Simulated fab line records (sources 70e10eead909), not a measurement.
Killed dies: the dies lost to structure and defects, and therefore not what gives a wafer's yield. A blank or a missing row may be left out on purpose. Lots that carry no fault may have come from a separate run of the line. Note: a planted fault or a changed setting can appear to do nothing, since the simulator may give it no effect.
A lot that was struck, set against a sound lot :: flow nand_harc :: 15 steps out of a route of 1302
Sound: these wafers, L270.1, L270.3, L270.5. Struck: wafers L276.1, L276.5. (L276.2 of the same lot was not struck and is left out.) The cause comes at the end.
At each step with rows: each side's tool, then ch and its chambers, then its first start. Under that, the readings that differ: sound wafers :: struck wafers :: difference of the means :: sigmas: that difference in standard deviations of wafers without a fault.
alike: readings whose means differ by less than 2 such deviations, and words and numbers that are the same on both sides. not compared: withheld readings, readings that some wafer has no value for, bounds like >300 that may hide the same value, and numbers for which the record gives no deviation and whose values overlap.
A row with sigmas, a row that says differs or no value, or rows on one side alone: a step with any of these is where the two part. Numbers that don't overlap but have no deviation are shown without sigmas and don't part them. Lack of a reading on every wafer of one side parts them only where that side has two or more wafers.

first, 8 steps without rows for these wafers: NHARC_A_M1_HMDS_02 (time 30 s); NHARC_A_M1_COAT_34 (time 65 s); NHARC_A_M1_COAT_03 (resist thk 90 nm); NHARC_A_M1_SOFTBAKE_04 (time 55 s); NHARC_A_M1_EBR_05; NHARC_A_M1_EXPOSE_06 (exposes mask A M1, target cd 120 nm); NHARC_A_M1_PEB_07 (peb time 65 s); NHARC_A_M1_DEVELOP_08 (develop time 35 s).
NHARC_A_M1_CD_MEAS_09: target cd 120 nm.
  sound on cd_sem-03 ch 0, day 26 07:05; struck on cd_sem-03 ch 0, day 28 12:33
reading: cd_nm (nm)
sound: 120.9 120.9 121.5
struck: 119.8 120.2
difference: -1.1
sigmas: -2
NHARC_A_M1_OVL_MEAS_10: pitch 240 nm.
  sound: overlay-01 at day 26 07:11; struck: overlay-02 at day 28 12:38
reading: overlay_x_nm (nm)
sound: 2.0 2.6 1.5
struck: -0.4 -0.2
difference: -2.3
sigmas: -2
  alike: overlay_y_nm
NHARC_A_M1_INSPECT_11:
  sound: defect_inspect-01 at day 26 07:13; struck: defect_inspect-01 at day 28 12:40
  alike: raw_defect_count
NHARC_A_M1_DESCUM_14: chemistry O2, time 3 s.
  sound on rie_diel-01 ch 1,2,3, day 26 07:17; struck on rie_diel-01 ch 0, day 28 12:44
  alike: drypump_motor_current_A, oes_product_au, rf_vpp_V, showerhead_plenum_p_Torr, throttle_valve_pct
  not compared: rf_hours_counter_h
NHARC_A_M1_ETCH_35: etches the open film in N2/H2, target depth 40 nm, overetch 12 nm, time 43.94 s.
  sound on rie_diel-01 ch 1,2,3, day 26 07:22; struck on rie_diel-01 ch 0, day 28 12:50
reading: rf_fwd_power_W (W)
sound: 395.1 392.9 393.7
struck: - -
difference: no value on the struck wafers
sigmas: 

reading: run_length_s (s)
sound: 65.8 65.6 65.1
struck: 51.4 50.9
difference: -14.4
sigmas: -36
  alike: drypump_motor_current_A, oes_product_au, rf_vpp_V, showerhead_plenum_p_Torr, throttle_valve_pct
  not compared: rf_hours_counter_h
NHARC_A_M1_ETCH_15: etches the open film in C4F8/Ar, target depth 182.5 nm, time 91.2 s.
  sound: rie_diel-01 ch 1,3; struck: rie_diel-01 ch 0,2
  alike: oes_product_au, rf_fwd_power_W, rf_vpp_V, run_length_s
  not compared: rf_hours_counter_h
NHARC_END_SORT_01:
  sound on prober-01 ch 0, day 27 18:59; struck on prober-01 ch 0, day 29 21:38
reading: killed_at_periphery
sound: 11 7 10
struck: 2 3
difference: -7
sigmas: -2
  alike: defect_limited_yield, killed_at_array, killed_at_other, killed_dies, killed_open, killed_short, sort_bin_2_pct, sort_bin_3_pct, sort_bin_4_pct, sort_n_pass, sort_rim_yield_pct, sort_yield_pct

== WHERE THEY PART ==
At NHARC_A_M1_CD_MEAS_09 first; at NHARC_END_SORT_01 last (within this record only).

WHY: what the simulator had put in
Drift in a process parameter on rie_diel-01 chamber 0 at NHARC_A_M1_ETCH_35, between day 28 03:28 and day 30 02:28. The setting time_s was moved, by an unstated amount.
